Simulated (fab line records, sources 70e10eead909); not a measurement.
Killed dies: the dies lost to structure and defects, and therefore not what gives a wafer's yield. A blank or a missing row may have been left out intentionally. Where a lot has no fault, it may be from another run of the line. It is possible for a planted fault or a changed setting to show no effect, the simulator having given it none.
One fault seen from 2 desks / flow nandHarc / each desk has only its own numbers; what lay behind them comes last

## THE METROLOGY DESK
What the gauges read, lot by lot, whatever tool the lot ran on: means of the sampled wafers that have a number. Any lot whose mean is over 4 standard deviations away from the usual mean is out of limits and marked OUT; that distance is given in the brackets.
Columns: A = overlayXNm at NHARC_A_M0_OVL_MEAS_10, usual 0.3 nm; B = overlayYNm at NHARC_A_M0_OVL_MEAS_10, usual -0.3 nm
lot=L741; first seen here=day 23 05:05; A=0.0; B=0.3
lot=L742; first seen here=day 24 01:43; A=1.6; B=2.0
lot=L744; first seen here=day 24 18:40; A=-1.0; B=-0.5
lot=L743; first seen here=day 25 03:07; A=0.7; B=-1.3
lot=L747; first seen here=day 25 09:25; A=0.5; B=-1.2
lot=L754; first seen here=day 28 12:51; A=-1.1; B=-1.0
lot=L755; first seen here=day 28 20:01; A=0.3; B=-0.5
lot=L757; first seen here=day 29 01:34; A=0.6; B=2.3
lot=L756; first seen here=day 29 03:11; A=1.3; B=-0.5
lot=L758; first seen here=day 30 22:28; A=1.2; B=-0.6
lot=L760; first seen here=day 31 05:47; A=0.6; B=-1.6
lot=L761; first seen here=day 31 19:11; A=-0.6; B=-0.7
This desk's finding: nothing out of limits on any of the 12 lots.

## AT THE TOOL OWNER'S DESK: lithoTrack-01
The tool's own readings at NHARC_A_M0_SOFTBAKE_04 (time 55 s): means of the sampled wafers that have a number, for each lot that ran on this tool. Any lot whose mean is over 4 standard deviations away from the usual mean is out of limits and marked OUT; that distance is given in the brackets.
Columns: A = heaterPowerTotalW at NHARC_A_M0_SOFTBAKE_04, usual 188.47 W; B = resistLineTempC at NHARC_A_M0_SOFTBAKE_04, usual 23.00 C
lot=L741; first seen here=day 23 04:00; A=188.46; B=23.05
lot=L742; first seen here=day 24 01:00; A=188.51; B=23.13
lot=L744; first seen here=day 24 18:00; A=188.48; B=23.01
lot=L743; first seen here=day 25 02:00; A=233.40 (+99 or more) OUT; B=23.07
lot=L747; first seen here=day 25 09:00; A=233.37 (+99 or more) OUT; B=22.85
lot=L754; first seen here=day 28 12:00; A=188.40; B=23.03
This desk finds L743, L747 out of limits, L743 being first, at day 25 02:00 (heaterPowerTotalW at NHARC_A_M0_SOFTBAKE_04). In limits: L741, L742, L744, L754.

## BROUGHT TOGETHER
The tool owner's desk could have raised an alarm at day 25 02:00, on L743, L747.
Nothing out of limits was seen by the metrology desk.
The metrology desk has L743, L747 on record, within its limits.
Every lot named ran NHARC_A_M0_SOFTBAKE_04 on lithoTrack-01.

## WHAT THE SIMULATOR HAD INSERTED
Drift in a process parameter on lithoTrack-01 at NHARC_A_M0_SOFTBAKE_04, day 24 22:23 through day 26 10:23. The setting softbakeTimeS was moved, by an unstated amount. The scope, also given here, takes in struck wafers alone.
Lots struck among those shown: L743, L747.
How many hours passed from the start of the fault until each desk's first out-of-limits reading: the tool owner's desk, 4.
